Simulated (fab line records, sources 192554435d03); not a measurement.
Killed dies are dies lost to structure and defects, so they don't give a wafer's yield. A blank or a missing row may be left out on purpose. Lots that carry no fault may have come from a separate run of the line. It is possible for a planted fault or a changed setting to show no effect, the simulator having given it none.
Matching of chambers -- flow n5Finfet -- N5_BEOL_M13_ETCH_59 on rieDiel-04 has 4 sister chambers
The step etches BARC in N2/H2, target depth 89 nm, overetch 26.7 nm, time 67.9 s. 20 wafers are shown with their chamber, then 10 later ones without.

== WAFERS, EACH WITH ITS CHAMBER ==
wafer,chamber,drypumpMotorCurrentA (A),showerheadPlenumPTorr (Torr),throttleValvePct (%)
L075.1,2,5.1,2.61,17.74
L075.4,0,5.3,2.68,18.18
L075.6,2,5.1,2.61,17.75
L077.2,2,5.1,2.60,17.79
L077.3,3,5.8,2.52,17.76
L077.6,0,5.3,2.67,18.20
L080.1,1,5.4,2.50,17.75
L080.5,3,5.8,2.52,17.78
L080.6,0,5.3,2.67,18.21
L081.2,3,5.8,2.52,17.39
L081.3,1,5.4,2.50,17.77
L081.5,1,5.4,2.50,17.75
L083.1,2,5.1,2.59,17.82
L083.3,0,5.3,2.66,18.24
L083.4,3,5.8,2.52,17.40
L087.2,2,5.1,2.59,17.83
L087.4,0,5.3,2.66,18.26
L087.6,0,5.3,2.66,18.25
L088.3,3,5.8,2.51,17.41
L088.4,1,5.5,2.49,17.76

SIGNATURES (means of the wafers above)
reading,chamber 0,chamber 1,chamber 2,chamber 3,scatter within a chamber
drypumpMotorCurrentA,5.300,5.425,5.100,5.800,0.0217
showerheadPlenumPTorr,2.6667,2.4975,2.6000,2.5180,0.00745
throttleValvePct,18.2233,17.7575,17.7860,17.5480,0.105
Rule: for a wafer and a chamber, the distance is found by dividing, reading by reading, the gap between the wafer's reading and the chamber's mean by the reading's scatter, squaring, summing and taking the root. If the next closest chamber is less than 2 further off than the closest, the wafer can't be placed; otherwise it belongs to the closest. The scatter is the square root of a quotient: the sum, over the shown wafers, of each reading's squared deviation from its chamber's mean, divided by wafers minus chambers.

== WAFERS WITH NO CHAMBER GIVEN ==
wafer,drypumpMotorCurrentA (A),showerheadPlenumPTorr (Torr),throttleValvePct (%)
L088.5,5.1,2.59,17.83
L093.2,5.1,2.59,17.84
L093.3,5.4,2.49,17.81
L093.4,5.8,2.51,17.44
L094.3,5.9,2.51,17.45
L094.4,5.4,2.49,17.79
L094.6,5.5,2.49,17.82
L096.1,5.3,2.65,18.28
L096.2,5.8,2.51,17.45
L096.6,5.1,2.59,17.84

== THE CHAMBER EACH PASSED THROUGH ==
wafer,from the rows above,in truth
L088.5,2,2
L093.2,2,2
L093.3,1,1
L093.4,3,3
L094.3,3,3
L094.4,1,1
L094.6,1,1
L096.1,0,0
L096.2,3,3
L096.6,2,2
Correct placement for 10 of the 10. Can't be placed from these rows: 0. Wrongly placed: 0.
